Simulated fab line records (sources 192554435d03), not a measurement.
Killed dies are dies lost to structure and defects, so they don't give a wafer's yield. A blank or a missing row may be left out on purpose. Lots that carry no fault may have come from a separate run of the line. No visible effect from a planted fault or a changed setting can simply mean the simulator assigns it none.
Lot-split experiment :: flow n5_finfet :: 21 wafers read across 7 lots, on a route 1938 steps long

== SPLIT DETAILS ==
At N5_WELL_APT_COAT_02 (resist thk 950 nm), the setting spin_rpm was moved away from the recipe's 1357 rpm on 9 of the 21 wafers read, by -6.8% to +10.2%. The other wafers ran this setting at the recipe's value.

The reading comes from the split's own step.

== THE READING ==
coat_of_WELL_APT_COAT_02.thk_nm (the simulator's own value, which no gauge read), in nm, at N5_WELL_APT_COAT_02 (resist thk 950 nm). There is no usual value for it anywhere in the file. Here, 12 wafers ran the recipe; their average is 950.6 nm with a standard deviation of 1.6 nm.

wafer: L074.2
tool, chamber at the split: litho_track-03, 0
spin_rpm as run, rpm: 1357
against the recipe: recipe
coat_of_WELL_APT_COAT_02.thk_nm, nm: 949.6
against lot-mates on the recipe: -

wafer: L074.4
tool, chamber at the split: litho_track-03, 0
spin_rpm as run, rpm: 1424
against the recipe: +4.9%
coat_of_WELL_APT_COAT_02.thk_nm, nm: 930
against lot-mates on the recipe: -19.6

wafer: L074.6
tool, chamber at the split: litho_track-03, 0
spin_rpm as run, rpm: 1424
against the recipe: +4.9%
coat_of_WELL_APT_COAT_02.thk_nm, nm: 929.3
against lot-mates on the recipe: -20.3

wafer: L076.1
tool, chamber at the split: litho_track-02, 0
spin_rpm as run, rpm: 1265
against the recipe: -6.8%
coat_of_WELL_APT_COAT_02.thk_nm, nm: 982.5
against lot-mates on the recipe: +32.0

wafer: L076.2
tool, chamber at the split: litho_track-02, 0
spin_rpm as run, rpm: 1357
against the recipe: recipe
coat_of_WELL_APT_COAT_02.thk_nm, nm: 950.8
against lot-mates on the recipe: -

wafer: L076.4
tool, chamber at the split: litho_track-02, 0
spin_rpm as run, rpm: 1357
against the recipe: recipe
coat_of_WELL_APT_COAT_02.thk_nm, nm: 950.3
against lot-mates on the recipe: -

wafer: L077.1
tool, chamber at the split: litho_track-05, 0
spin_rpm as run, rpm: 1447
against the recipe: +6.6%
coat_of_WELL_APT_COAT_02.thk_nm, nm: 919.5
against lot-mates on the recipe: -31.9

wafer: L077.2
tool, chamber at the split: litho_track-05, 0
spin_rpm as run, rpm: 1447
against the recipe: +6.6%
coat_of_WELL_APT_COAT_02.thk_nm, nm: 919.8
against lot-mates on the recipe: -31.6

wafer: L077.6
tool, chamber at the split: litho_track-05, 0
spin_rpm as run, rpm: 1357
against the recipe: recipe
coat_of_WELL_APT_COAT_02.thk_nm, nm: 951.4
against lot-mates on the recipe: -

wafer: L085.1
tool, chamber at the split: litho_track-02, 0
spin_rpm as run, rpm: 1496
against the recipe: +10.2%
coat_of_WELL_APT_COAT_02.thk_nm, nm: 907.9
against lot-mates on the recipe: -41.5

wafer: L085.5
tool, chamber at the split: litho_track-02, 0
spin_rpm as run, rpm: 1357
against the recipe: recipe
coat_of_WELL_APT_COAT_02.thk_nm, nm: 949.4
against lot-mates on the recipe: -

wafer: L085.6
tool, chamber at the split: litho_track-02, 0
spin_rpm as run, rpm: 1496
against the recipe: +10.2%
coat_of_WELL_APT_COAT_02.thk_nm, nm: 905.9
against lot-mates on the recipe: -43.5

wafer: L089.1
tool, chamber at the split: litho_track-02, 0
spin_rpm as run, rpm: 1357
against the recipe: recipe
coat_of_WELL_APT_COAT_02.thk_nm, nm: 952
against lot-mates on the recipe: -

wafer: L089.3
tool, chamber at the split: litho_track-02, 0
spin_rpm as run, rpm: 1357
against the recipe: recipe
coat_of_WELL_APT_COAT_02.thk_nm, nm: 949.2
against lot-mates on the recipe: -

wafer: L089.6
tool, chamber at the split: litho_track-02, 0
spin_rpm as run, rpm: 1357
against the recipe: recipe
coat_of_WELL_APT_COAT_02.thk_nm, nm: 948.9
against lot-mates on the recipe: -

wafer: L095.1
tool, chamber at the split: litho_track-03, 0
spin_rpm as run, rpm: 1485
against the recipe: +9.4%
coat_of_WELL_APT_COAT_02.thk_nm, nm: 910.7
against lot-mates on the recipe: -44.0

wafer: L095.2
tool, chamber at the split: litho_track-03, 0
spin_rpm as run, rpm: 1357
against the recipe: recipe
coat_of_WELL_APT_COAT_02.thk_nm, nm: 954.7
against lot-mates on the recipe: -

wafer: L095.6
tool, chamber at the split: litho_track-03, 0
spin_rpm as run, rpm: 1485
against the recipe: +9.4%
coat_of_WELL_APT_COAT_02.thk_nm, nm: 912.7
against lot-mates on the recipe: -42.0

wafer: L096.1
tool, chamber at the split: litho_track-03, 0
spin_rpm as run, rpm: 1357
against the recipe: recipe
coat_of_WELL_APT_COAT_02.thk_nm, nm: 951
against lot-mates on the recipe: -

wafer: L096.4
tool, chamber at the split: litho_track-03, 0
spin_rpm as run, rpm: 1357
against the recipe: recipe
coat_of_WELL_APT_COAT_02.thk_nm, nm: 950.7
against lot-mates on the recipe: -

wafer: L096.5
tool, chamber at the split: litho_track-03, 0
spin_rpm as run, rpm: 1357
against the recipe: recipe
coat_of_WELL_APT_COAT_02.thk_nm, nm: 948.8
against lot-mates on the recipe: -

FIT RESULTS
A straight line over all 21 wafers: coat_of_WELL_APT_COAT_02.thk_nm changes by -4.34 nm for each +1% of spin_rpm; r = -1.00; the points scatter about the line by 1.8 nm.
The same after taking each lot's own level away (the mean of its wafers on the recipe; 21 wafers): -4.43 nm for each +1%; r = -1.00; scatter 1.7 nm.
That fit puts the effect of the largest move of spin_rpm on the reading at 45 nm.
Measured against the standard deviation above, the lots' own levels, which go from 949.40 to 954.70 nm, span 3.3 times it.
The two slopes agree, so the slope changes little with the lot-to-lot level.
Check: -46 nm against its lot-mates is what the line predicts for one of the wafers moved furthest among these (+10.2%) when that wafer is left out of the fit. It came out at -41.5 nm against them.

== FILE'S OWN FIT ==
coat_of_WELL_APT_COAT_02.thk_nm changes by -4.43 nm for each +1% of spin_rpm, r = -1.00.
